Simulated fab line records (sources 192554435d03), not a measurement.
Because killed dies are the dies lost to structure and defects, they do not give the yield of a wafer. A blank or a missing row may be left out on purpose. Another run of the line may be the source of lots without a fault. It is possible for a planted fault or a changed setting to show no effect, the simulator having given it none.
Lot-split experiment ; flow n5Finfet ; 7 lots, 21 wafers read, on a route of 1938 steps

## ON THE SPLIT
At N5_GATE_CUT_DESCUM_18 (chemistry O2, time 7 s), the setting timeS was moved away from the recipe's 7 s on 6 of the 21 wafers read, by -19.8% to +20.9%. All remaining wafers had this setting at the recipe value.

## SPLIT TO READING: what lies between them in the file, 1 step
- N5_GATE_CUT_ETCH_28: etches underlayer in N2/H2, target depth 13 nm, time 10.4 s

## THE READING
CAR-EUV_of_GATE_CUT_COAT_07.thkNm (the simulator's own value, which no gauge read), in nm, at N5_GATE_CUT_ETCH_36 (etches SiARC in CF4, target depth 13 nm, time 21.7 s). No usual value for it is given in the file. Here, 15 wafers ran the recipe; their average is 6.9 nm with a standard deviation of 0.14 nm.

wafer;tool, chamber at the split;timeS as run, s;against the recipe;CAR-EUV_of_GATE_CUT_COAT_07.thkNm, nm;against lot-mates on the recipe
L075.1;rieDiel-01, 1,0;7;recipe;6.6;-
L075.3;rieDiel-01, 3;5.612;-19.8%;7.6;+0.8
L075.4;rieDiel-01, 1,0;7;recipe;7;-
L077.2;rieDiel-01, 0,1;7;recipe;7;-
L077.3;rieDiel-01, 0,1;7;recipe;6.6;-
L077.6;rieDiel-01, 3;5.817;-16.9%;7.6;+0.8
L078.2;rieDiel-02, 1,2;8.466;+20.9%;6.2;-0.8
L078.4;rieDiel-02, 1,2;8.466;+20.9%;6.2;-0.8
L078.5;rieDiel-02, 3;7;recipe;7;-
L082.2;rieDiel-03, 0;7;recipe;7;-
L082.4;rieDiel-03, 2,1;7;recipe;7;-
L082.6;rieDiel-03, 2,1;7;recipe;7;-
L084.1;rieDiel-02, 2,0;7;recipe;7;-
L084.3;rieDiel-02, 2,0;7;recipe;6.8;-
L084.6;rieDiel-02, 3;6.389;-8.7%;7.2;+0.3
L091.1;rieDiel-03, 3;5.726;-18.2%;7.2;+0.2
L091.2;rieDiel-03, 0,1;7;recipe;7;-
L091.3;rieDiel-03, 0,1;7;recipe;7;-
L095.3;rieDiel-01, 1,2,3;7;recipe;6.8;-
L095.5;rieDiel-01, 1,2,3;7;recipe;7;-
L095.6;rieDiel-01, 1,2,3;7;recipe;7;-
Where a row lists several chambers, the file gives one row for several wafers and doesn't say which wafer went through which chamber.

FIT RESULTS
A straight line over all 21 wafers: CAR-EUV_of_GATE_CUT_COAT_07.thkNm changes by -0.032 nm for each +1% of timeS; r = -0.91; the points scatter about the line by 0.15 nm.
The same after taking each lot's own level away (the mean of its wafers on the recipe; 21 wafers): -0.0354 nm for each +1%; r = -0.92; scatter 0.16 nm.
According to that fit, moving timeS by its largest amount changes the reading by 0.74 nm.
From 6.80 to 7.00 nm: that is the span of the lots' own levels, equal to 1.4 times the standard deviation above.
The two slopes agree, so the slope changes little with the lot-to-lot level.
Check: with one of the wafers moved furthest among these (+20.9%) left out of the fit, the line predicts -0.734 nm for it against its lot-mates. Against them it came out at -0.8 nm.

## OTHER SPLITS APPLIED TO THESE WAFERS
Note: prior to the reading, these wafers also went through further splits. Each is held against what the fit with the lots' levels taken away leaves over:
other split on the same wafers;wafers away from the commonest value;r with CAR-EUV_of_GATE_CUT_COAT_07.thkNm (lot level and that fit taken away)
N5_SD_EPI_P_EPI_21 timeS;5;-0.20
N5_HKMG_FIN_EXPOSE_46 doseMj;8;-0.40
N5_HKMG_FIN_ETCH_55 biasW;7;+0.14
N5_HKMG_FIN_ETCH_35 timeS;5;+0.16

## THE WHOLE CHAIN: every reading that the file lists as answering this split, in the file's order
step;what it does;reading;change (the file's fit);r (the file's)
N5_GATE_CUT_DESCUM_18;chemistry O2, time 7 s;CAR-EUV_of_GATE_CUT_COAT_07.thkNm (the simulator's own value, which no gauge read);-0.0373 nm for each +1% of the setting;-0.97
N5_GATE_CUT_ETCH_28;etches underlayer in N2/H2, target depth 13 nm, time 10.4 s;CAR-EUV_of_GATE_CUT_COAT_07.thkNm (the simulator's own value, which no gauge read);-0.041 nm for each +1% of the setting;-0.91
N5_GATE_CUT_ETCH_36;etches SiARC in CF4, target depth 13 nm, time 21.7 s;CAR-EUV_of_GATE_CUT_COAT_07.thkNm (the simulator's own value, which no gauge read);-0.0344 nm for each +1% of the setting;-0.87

## THE FILE'S OWN FIT
CAR-EUV_of_GATE_CUT_COAT_07.thkNm changes by -0.0344 nm for each +1% of timeS, r = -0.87.
